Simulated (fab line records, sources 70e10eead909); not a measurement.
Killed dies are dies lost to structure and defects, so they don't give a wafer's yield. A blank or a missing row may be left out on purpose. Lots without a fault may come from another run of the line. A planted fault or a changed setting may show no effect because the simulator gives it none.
A struck lot beside a sound one | flow nand_harc | 41 steps out of a route of 1159
Sound: wafers L109.1, L109.4, L109.5. Struck: wafer L114.6. (L114.3, L114.5 of the same lot were not struck and are left out.) The cause comes at the end.
At each step with rows: each side's tool, then ch and its chambers, then its first start. Under that, the readings that differ: sound wafers | struck wafers | difference of the means | sigmas: that difference in standard deviations of wafers without a fault.
alike: readings whose means differ by less than 2 such deviations, and words and numbers that are the same on both sides. not compared: withheld readings, readings that some wafer has no value for, bounds like >300 that may hide the same value, and numbers for which the record gives no deviation and whose values overlap.
The two part at a step that has a row with sigmas, a row that says differs or no value, or rows on one side only. Numbers that don't overlap but have no deviation are shown without sigmas and don't part them. A reading that every wafer of one side lacks parts them only if that side has two wafers or more.

NHARC_P_M0_CD_MEAS_09: target cd 90 nm.
  sound on cd_sem-03 ch 0, day 6 19:34; struck on cd_sem-02 ch 0, day 7 18:04
  alike: cd_nm
NHARC_P_M0_OVL_MEAS_10: pitch 180 nm.
  sound on overlay-02, day 6 19:39; struck on overlay-02, day 7 18:08
  alike: overlay_x_nm, overlay_y_nm
NHARC_P_M0_INSPECT_11:
  sound on defect_inspect-01, day 6 19:41; struck on defect_inspect-01, day 7 18:11
  alike: raw_defect_count
then, 3 steps without rows for these wafers: NHARC_P_M0_DESCUM_14 (chemistry O2, time 3 s); NHARC_P_M0_ETCH_34 (etches the open film in N2/H2, target depth 40 nm, overetch 12 nm, time 43.94 s); NHARC_P_M0_ETCH_15 (etches the open film in C4F8/Ar, target depth 150 nm, overetch 15 nm, time 82.5 s).
NHARC_P_M0_CD_MEAS_16:
  sound on cd_sem-03, day 6 20:03; struck on cd_sem-01, day 7 18:33
  alike: cd_nm
then, 2 steps without rows for these wafers: NHARC_P_M0_STRIP_18 (strips in N2/H2); NHARC_P_M0_STRIP_19 (strips in post etch residue remover, time 600 s).
NHARC_P_M0_DEGAS_28: time 60 s.
  sound on pvd_sputter-02, day 6 20:41; struck on pvd_sputter-02, day 7 19:13
  alike: heater_power_w
NHARC_P_M0_PRE_CLEAN_29: time 30 s.
  sound on pvd_sputter-02; struck on pvd_sputter-02
  alike: heater_power_w
then, 1 step without rows for these wafers: NHARC_P_M0_PVD_20 (deposits TaN, target thk 5 nm, time 8.06 s).
NHARC_P_M0_PVD_21: deposits Cu, target thk 30 nm, time 20.49 s.
  sound on pvd_sputter-02, day 6 20:53; struck on pvd_sputter-02, day 7 19:26
  alike: throttle_valve_pct
then, 2 steps without rows for these wafers: NHARC_P_M0_ECD_22 (material Cu, target thk 400 nm); NHARC_P_M0_ANNEAL_30 (time 90 s).
NHARC_P_M0_CMP_23: polishes, t overpolish 20 s, target thk 117.53 nm.
  sound on cmp-02 ch 1,2,3, day 6 21:47; struck on cmp-02 ch 3, day 7 20:17
  reading                | sound          | struck | difference | sigmas
  time_to_endpoint_s (s) | 28.8 32.5 25.5 | 35.8   | +6.9       | +2
  alike: motor_current_A, slurry_flow_ml_min
then, 1 step without rows for these wafers: NHARC_P_M0_SRD_25.
NHARC_P_M0_INSPECT_27:
  sound on defect_inspect-02, day 6 22:14; struck on defect_inspect-01, day 7 20:46
  alike: raw_defect_count
NHARC_P_M0_PRE_CLEAN_31: time 12 s.
  sound on pecvd-04 ch 0,1,2, day 6 22:19; struck on pecvd-01 ch 2, day 7 20:52
  alike: heater_power_w
  not compared: since_wet_clean_h
then, 11 steps without rows for these wafers: NHARC_P_M0_DEP_32 (deposits SiCN, target thk 30 nm); NHARC_P_M1_DEP_00 (deposits SiOC, target thk 182.5 nm); NHARC_P_M1_DEHYDRATE_01 (time 120 s); NHARC_P_M1_HMDS_02 (time 30 s); NHARC_P_M1_COAT_34 (time 65 s); NHARC_P_M1_COAT_03 (resist thk 90 nm); NHARC_P_M1_SOFTBAKE_04 (time 55 s); NHARC_P_M1_EBR_05; NHARC_P_M1_EXPOSE_06 (exposes mask P M1, target cd 130 nm); NHARC_P_M1_PEB_07 (peb time 65 s); NHARC_P_M1_DEVELOP_08 (develop time 35 s).
NHARC_P_M1_CD_MEAS_09: target cd 130 nm.
  the record has rows for the sound wafers here (cd_sem-01 ch 0, day 6 23:43) and none for the struck ones
NHARC_P_M1_OVL_MEAS_10: pitch 260 nm.
  the record has rows for the sound wafers here (overlay-01, day 6 23:48) and none for the struck ones
NHARC_P_M1_INSPECT_11:
  the record has rows for the sound wafers here (defect_inspect-01, day 6 23:50) and none for the struck ones
then, 3 steps without rows for these wafers: NHARC_P_M1_DESCUM_14 (chemistry O2, time 3 s); NHARC_P_M1_ETCH_35 (etches the open film in N2/H2, target depth 40 nm, overetch 12 nm, time 43.94 s); NHARC_P_M1_ETCH_15 (etches the open film in C4F8/Ar, target depth 182.5 nm, time 91.2 s).
NHARC_P_M1_CD_MEAS_16:
  the record has rows for the sound wafers here (cd_sem-03, day 7 00:12) and none for the struck ones
then, 1 step without rows for these wafers: NHARC_P_M1_STRIP_18 (strips in N2/H2).
NHARC_P_M1_ETCH_28: etches the open film in CF4/N2, target depth 30 nm, time 72.99 s.
  the record has rows for the sound wafers here (rie_diel-08 ch 3, day 7 00:41) and none for the struck ones
then, 1 step without rows for these wafers: NHARC_P_M1_STRIP_19 (strips in post etch residue remover, time 600 s).
-- the record jumps here: 14 days lie between the struck wafers' starts before and after (it left off in module P_M1 and takes up again in module END, whose first step shown is number 1159 of the route) --
NHARC_END_SORT_01:
  sound on prober-02 ch 0, day 19 15:26; struck on prober-01 ch 0, day 21 16:55
  reading                  | sound          | struck | difference | sigmas
  defect_limited_yield (%) | 95.7 96.8 96.5 | 0      | -96        | -60
  killed_at_periphery      | 2 5 1          | 634    | +631       | +99 or more
  killed_dies              | 29 22 24       | 677    | +652       | +59
  sort_bin_2_pct (%)       | 1.2 0.7 1.3    | 95.4   | +94.3      | +99 or more
  sort_n_pass              | 648 655 653    | 0      | -652       | -59
  sort_rim_yield_pct (%)   | 99.1 98.1 94.3 | 0      | -97        | -40
  sort_yield_pct (%)       | 95.7 96.8 96.5 | 0      | -96        | -60
  alike: killed_at_array, killed_at_other, killed_open, killed_short, sort_bin_3_pct, sort_bin_4_pct

WHERE THEY PART
First at NHARC_P_M0_CMP_23; last, within this record, at NHARC_END_SORT_01.

WHY: what the simulator had put in
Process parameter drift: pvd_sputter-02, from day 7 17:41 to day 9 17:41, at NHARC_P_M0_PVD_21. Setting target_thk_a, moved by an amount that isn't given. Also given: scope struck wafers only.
